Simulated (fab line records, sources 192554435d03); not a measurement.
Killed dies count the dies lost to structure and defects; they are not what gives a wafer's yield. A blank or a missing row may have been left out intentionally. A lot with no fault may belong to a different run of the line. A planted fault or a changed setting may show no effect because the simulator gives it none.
What tool caused it? -- flow n5 finfet -- 24 lots, 72 wafers sampled, at 4 steps of a route of 1938

WHAT EACH GAUGE READ, for each wafer
N5_BEOL_M3_INSPECT_59: inspects for defects (darkfield). Usual: raw defect count at 71, with a standard deviation of 26.
lot,measured,on,raw defect count,flag
L074,day 7 02:43,defect inspect-01,129 87 73,
L075,day 7 11:13,defect inspect-01,129 103 62,
L076,day 8 00:18,defect inspect-01,65 100 45,
L077,day 8 18:39,defect inspect-02,31 64 35,
L081,day 8 23:09,defect inspect-01,51 41 66,
L080,day 8 23:50,defect inspect-02,120 96 78,
L078,day 9 00:58,defect inspect-02,114 110 80,
L079,day 9 03:01,defect inspect-02,64 86 55,
L082,day 9 03:23,defect inspect-01,86 110 50,
L083,day 9 16:44,defect inspect-02,161 163 120,
L084,day 9 18:28,defect inspect-02,67 83 75,
L085,day 10 13:18,defect inspect-01,66 67 67,
L087,day 10 19:50,defect inspect-02,54 64 41,
L086,day 11 04:17,defect inspect-02,72 86 46,
L088,day 11 07:53,defect inspect-01,61 77 85,
L089,day 11 07:52,defect inspect-02,44 64 83,
L090,day 11 11:17,defect inspect-02,61 49 65,
L091,day 11 12:51,defect inspect-01,75 52 42,
L093,day 11 22:59,defect inspect-02,43 55 42,
L092,day 12 02:37,defect inspect-02,70 37 30,
L094,day 12 17:23,defect inspect-02,78 96 83,
L095,day 13 04:24,defect inspect-02,63 65 55,
L096,day 13 08:17,defect inspect-01,56 54 40,
L097,day 13 14:09,defect inspect-02,81 49 57,

N5_BEOL_M4_CD_MEAS_28: target cd 26.2 nm, target cd y 24.1 nm. Usual: cd nm at 26.18 nm, with a standard deviation of 0.22.
lot,measured,on,cd nm (nm),flag
L074,day 7 04:34,cd sem-01,26.44 26.25 26.07,
L075,day 7 13:32,cd sem-02,26.36 26.13 26.47,
L076,day 8 06:05,cd sem-02,26.21 25.95 25.86,
L077,day 8 21:11,cd sem-01,26.09 25.67 25.90,
L081,day 9 01:34,cd sem-02,26.25 26.27 26.00,
L080,day 9 01:38,cd sem-03,25.90 26.21 26.31,
L078,day 9 04:13,cd sem-02,26.09 26.39 26.49,
L079,day 9 05:49,cd sem-02,26.36 26.07 26.32,
L082,day 9 06:00,cd sem-03,26.17 26.35 26.08,
L083,day 9 19:22,cd sem-01,26.23 26.06 26.36,
L084,day 9 20:40,cd sem-02,26.01 25.75 25.35,
L085,day 10 15:49,cd sem-03,26.24 25.92 26.33,
L087,day 10 22:52,cd sem-02,25.98 26.15 25.69,
L086,day 11 06:04,cd sem-01,26.12 26.04 26.14,
L088,day 11 09:39,cd sem-01,26.23 26.37 26.22,
L089,day 11 09:28,cd sem-03,26.32 26.14 26.30,
L090,day 11 13:22,cd sem-02,26.21 25.88 26.46,
L091,day 11 14:33,cd sem-01,26.33 26.47 26.00,
L093,day 12 01:36,cd sem-03,26.16 26.42 26.11,
L092,day 12 04:32,cd sem-01,25.52 26.24 25.92,
L094,day 12 19:56,cd sem-01,26.23 26.08 26.53,
L095,day 13 08:56,cd sem-03,26.29 26.08 26.23,
L096,day 13 10:29,cd sem-02,25.87 26.74 25.88,
L097,day 13 17:01,cd sem-01,26.37 26.10 26.34,

WHICH TOOL RAN EACH LOT (tool, then ch and the chambers of the sampled wafers, then the start)
lot,N5_BEOL_M3_SPUTTER_92,N5_BEOL_M3_PRE_CLEAN_60
L074,"pvd sputter-02, day 7 01:13","cvd co-02 ch 0,1,2, day 7 02:28"
L075,"pvd sputter-01, day 7 09:40","cvd co-02 ch 0,1,2, day 7 10:56"
L076,"pvd sputter-02, day 7 22:47","cvd co-01 ch 0,1,2, day 8 00:03"
L077,"pvd sputter-03, day 8 17:07","cvd co-01 ch 0,1, day 8 18:22"
L081,"pvd sputter-03, day 8 21:35","cvd co-02 ch 1,2, day 8 22:52"
L080,"pvd sputter-01, day 8 22:19","cvd co-02 ch 0,1,2, day 8 23:35"
L078,"pvd sputter-03, day 8 23:28","cvd co-02 ch 0,1,2, day 9 00:43"
L079,"pvd sputter-03, day 9 01:30","cvd co-01 ch 0,1,2, day 9 02:46"
L082,"pvd sputter-02, day 9 01:53","cvd co-02 ch 0,1,2, day 9 03:08"
L083,"pvd sputter-03, day 9 15:11","cvd co-01 ch 0,1,2, day 9 16:26"
L084,"pvd sputter-01, day 9 16:56","cvd co-01 ch 0,2, day 9 18:13"
L085,"pvd sputter-02, day 10 11:28","cvd co-02 ch 0,2, day 10 13:01"
L087,"pvd sputter-01, day 10 17:08","cvd co-01 ch 0,1,2, day 10 19:36"
L086,"pvd sputter-03, day 11 02:46","cvd co-02 ch 1,2, day 11 04:02"
L088,"pvd sputter-03, day 11 06:19","cvd co-01 ch 0,2, day 11 07:36"
L089,"pvd sputter-02, day 11 06:19","cvd co-02 ch 0,1,2, day 11 07:36"
L090,"pvd sputter-03, day 11 09:41","cvd co-02 ch 0,1,2, day 11 11:02"
L091,"pvd sputter-01, day 11 11:20","cvd co-01 ch 0,1,2, day 11 12:36"
L093,"pvd sputter-03, day 11 20:59","cvd co-01 ch 1,2, day 11 22:44"
L092,"pvd sputter-02, day 12 01:06","cvd co-01 ch 0,1,2, day 12 02:23"
L094,"pvd sputter-01, day 12 15:28","cvd co-02 ch 0,2, day 12 17:08"
L095,"pvd sputter-03, day 13 02:47","cvd co-02 ch 0,1,2, day 13 04:09"
L096,"pvd sputter-01, day 13 06:44","cvd co-01 ch 0,1,2, day 13 08:00"
L097,"pvd sputter-03, day 13 12:32","cvd co-02 ch 0,1, day 13 13:54"
- N5_BEOL_M3_SPUTTER_92: material Cu, target thk 4.5 nm, time 8.29 s.
- N5_BEOL_M3_PRE_CLEAN_60: time 15 s.

AS READ BY THE TOOLS THEMSELVES (means over the sampled wafers that have a number; for cases with no such wafer, the mark the record gives instead)
N5_BEOL_M3_SPUTTER_92. Usual: chuck sensor temp C -15.8 C, standard deviation 0.34; throttle valve pct 30.4 %, standard deviation 1.1.
lot,tool,chuck sensor temp C (C),throttle valve pct (%),flag
L074,pvd sputter-02,-16.0,30.3,
L075,pvd sputter-01,-15.7,30.8,
L076,pvd sputter-02,-15.9,30.6,
L077,pvd sputter-03,-15.6,30.3,
L081,pvd sputter-03,-15.7,30.0,
L080,pvd sputter-01,-15.8,31.5,
L078,pvd sputter-03,-15.7,30.2,
L079,pvd sputter-03,-15.7,29.6,
L082,pvd sputter-02,-15.8,30.1,
L083,pvd sputter-03,-15.6,29.4,
L084,pvd sputter-01,-16.0,30.3,
L085,pvd sputter-02,-15.8,30.6,
L087,pvd sputter-01,-15.7,31.8,
L086,pvd sputter-03,-15.7,30.1,
L088,pvd sputter-03,-15.7,30.2,
L089,pvd sputter-02,-15.9,30.3,
L090,pvd sputter-03,-15.6,30.1,
L091,pvd sputter-01,-16.2,31.8,
L093,pvd sputter-03,-15.6,30.0,
L092,pvd sputter-02,-16.0,30.9,
L094,pvd sputter-01,-15.8,31.3,
L095,pvd sputter-03,-15.7,30.0,
L096,pvd sputter-01,-16.0,31.1,
L097,pvd sputter-03,-15.8,30.3,

N5_BEOL_M3_PRE_CLEAN_60. Usual: heater power w at 83 W, with a standard deviation of 21.
lot,tool,heater power w (W),flag
L074,cvd co-02,80,
L075,cvd co-02,81,
L076,cvd co-01,85,
L077,cvd co-01,68,
L081,cvd co-02,89,
L080,cvd co-02,80,
L078,cvd co-02,82,
L079,cvd co-01,84,
L082,cvd co-02,81,
L083,cvd co-01,85,
L084,cvd co-01,103,
L085,cvd co-02,73,
L087,cvd co-01,85,
L086,cvd co-02,95,
L088,cvd co-01,86,
L089,cvd co-02,81,
L090,cvd co-02,81,
L091,cvd co-01,86,
L093,cvd co-01,83,
L092,cvd co-01,84,
L094,cvd co-02,90,
L095,cvd co-02,81,
L096,cvd co-01,86,
L097,cvd co-02,73,

THE ANSWER, worked out from the rows above alone
Rule: a lot is off if the mean of its wafers that have a number lies more than 3 standard deviations from the usual mean. A lot without any number at a reading at which 4 lots or more have one is off too. Any other lot the step has rows for is counted as sound. First the gauges in route order, then the tools' own readings, where a lot's mean is used as printed above. At the first step where some lot is off, the reading lying furthest off is the one used; lots without a number count as furthest.
None of the lots is off at any reading shown; this tells nothing.

WHAT THE SIMULATOR HAD PUT IN
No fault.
